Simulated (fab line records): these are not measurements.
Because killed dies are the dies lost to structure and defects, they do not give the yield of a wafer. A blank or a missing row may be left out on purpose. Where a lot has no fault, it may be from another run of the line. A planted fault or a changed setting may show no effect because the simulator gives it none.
Matching of chambers	flow n5 finfet	rie si-05 running N5_SD_EPI_P_SD_RECESS_17: 4 sister chambers
The step chemistry HBr/Cl2/O2, target depth 39.1 nm, bt time 3 s. 18 wafers are shown with their chamber, then 9 later ones without.

== WAFERS PAIRED WITH THEIR CHAMBERS ==
wafer	chamber	throttle valve pct (%)	drypump motor current A (A)	oes product au (a.u.)
L077.1	1	37.3	5.8	0.993
L077.4	3	37.7	5.1	0.984
L077.5	0	36.8	6.3	0.993
L079.1	0	36.8	6.2	0.987
L079.4	1	37.3	5.9	0.977
L079.6	1	37.4	5.9	0.982
L080.1	0	36.8	6.3	0.978
L080.3	3	37.7	5.1	0.978
L080.6	1	37.4	5.9	0.992
L081.2	2	36.8	5.1	0.982
L081.3	3	37.7	5.1	0.976
L081.4	1	37.4	5.9	0.977
L087.1	0	36.8	6.2	0.982
L087.2	1	37.3	5.9	0.985
L087.4	1	37.3	5.9	0.984
L090.1	0	36.8	6.3	0.987
L090.3	3	37.7	5.1	0.977
L090.5	1	37.4	5.9	0.982

SIGNATURES (means of the wafers above)
reading	chamber 0	chamber 1	chamber 2	chamber 3	scatter within a chamber
throttle valve pct	36.800	37.350	36.800	37.700	0.0378
drypump motor current A	6.260	5.888	5.100	5.100	0.0385
oes product au	0.98540	0.98400	0.98200	0.97875	0.00548
Rule: a wafer lies at a distance from a chamber equal to the root of the sum of squares, over the readings, of (its reading less the chamber's mean, divided by the reading's scatter). The wafer belongs to the nearest chamber; if the next one is less than 2 further off, it can't be placed. How the scatter is found: for the shown wafers, subtract from each reading the mean of its chamber, square and add these, divide the total by (wafers less chambers), then take the root.

== WAFERS MISSING THEIR CHAMBER ==
wafer	throttle valve pct (%)	drypump motor current A (A)	oes product au (a.u.)
L091.1	36.8	6.2	0.995
L091.4	37.7	5.0	0.975
L091.5	36.8	5.1	0.982
L094.4	36.8	5.1	0.984
L094.5	37.4	5.9	0.978
L094.6	36.8	5.1	0.983
L096.2	37.7	5.1	0.989
L096.3	36.8	5.1	0.991
L096.4	36.8	6.2	0.989

== WHICH CHAMBER EACH ONE RAN IN ==
wafer	from the rows above	in truth
L091.1	0	0
L091.4	3	3
L091.5	2	2
L094.4	2	2
L094.5	1	1
L094.6	2	2
L096.2	3	3
L096.3	2	2
L096.4	0	0
Placed correctly: 9 of 9. Number that these rows cannot place: 0. Placed wrongly: 0.
